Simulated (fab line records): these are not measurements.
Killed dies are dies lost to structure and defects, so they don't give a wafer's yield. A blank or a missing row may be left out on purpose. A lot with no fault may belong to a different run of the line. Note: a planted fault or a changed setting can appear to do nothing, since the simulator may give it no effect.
Matching of chambers	flow n5Finfet	N5_BEOL_M6_STRIP_67 on rieDiel-02 has 4 sister chambers
The step strips in CF4. 14 wafers are shown with their chamber, then 7 later ones without.

## WAFERS PAIRED WITH THEIR CHAMBERS
wafer	chamber	throttleValvePct (%)	oesProductAu (a.u.)	drypumpMotorCurrentA (A)
L081.3	0	13.64	0.72	5.3
L081.4	1	13.53	0.76	5.7
L081.5	2	14.00	0.68	5.9
L082.2	1	13.52	0.75	5.6
L082.3	0	13.65	0.71	5.3
L082.5	1	13.52	0.75	5.6
L085.1	1	13.52	0.76	5.6
L085.2	0	13.64	0.71	5.3
L085.6	1	13.53	0.76	5.6
L087.3	3	13.11	0.91	5.6
L087.5	1	13.54	0.74	5.6
L087.6	0	13.67	0.71	5.3
L089.1	3	13.09	0.91	5.6
L089.3	0	13.69	0.70	5.3

SIGNATURES (averages over the wafers above)
reading	chamber 0	chamber 1	chamber 2	chamber 3	scatter within a chamber
throttleValvePct	13.6580	13.5267	14.0000	13.1000	0.0155
oesProductAu	0.7100	0.7533	0.6800	0.9100	0.0073
drypumpMotorCurrentA	5.300	5.617	5.900	5.600	0.0289
Rule: a wafer's distance from a chamber is the root of the sum, over the readings, of the square of ((its reading less the chamber's mean) divided by the reading's scatter). The wafer belongs to the nearest chamber; if the next one is less than 2 further off, it can't be placed. The scatter is the square root of a quotient: the sum, over the shown wafers, of each reading's squared deviation from its chamber's mean, divided by wafers minus chambers.

## WAFERS WITHOUT THEIR CHAMBER
wafer	throttleValvePct (%)	oesProductAu (a.u.)	drypumpMotorCurrentA (A)
L089.4	13.57	0.74	5.6
L091.3	13.46	0.94	5.9
L091.5	13.12	0.89	5.7
L091.6	13.68	0.70	5.3
L094.1	13.48	0.93	5.9
L094.5	13.12	0.88	5.7
L094.6	13.47	0.92	5.9

## WHICH CHAMBER EACH WENT THROUGH
wafer	from the rows above	in truth
L089.4	1	1
L091.3	can't be placed: 3 or 1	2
L091.5	3	3
L091.6	0	0
L094.1	can't be placed: 1 or 3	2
L094.5	3	3
L094.6	can't be placed: 1 or 3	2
4 of 7 placed correctly. Can't be placed from these rows: 3 (the true chamber is among the candidates in 0). Number placed wrongly: 0.
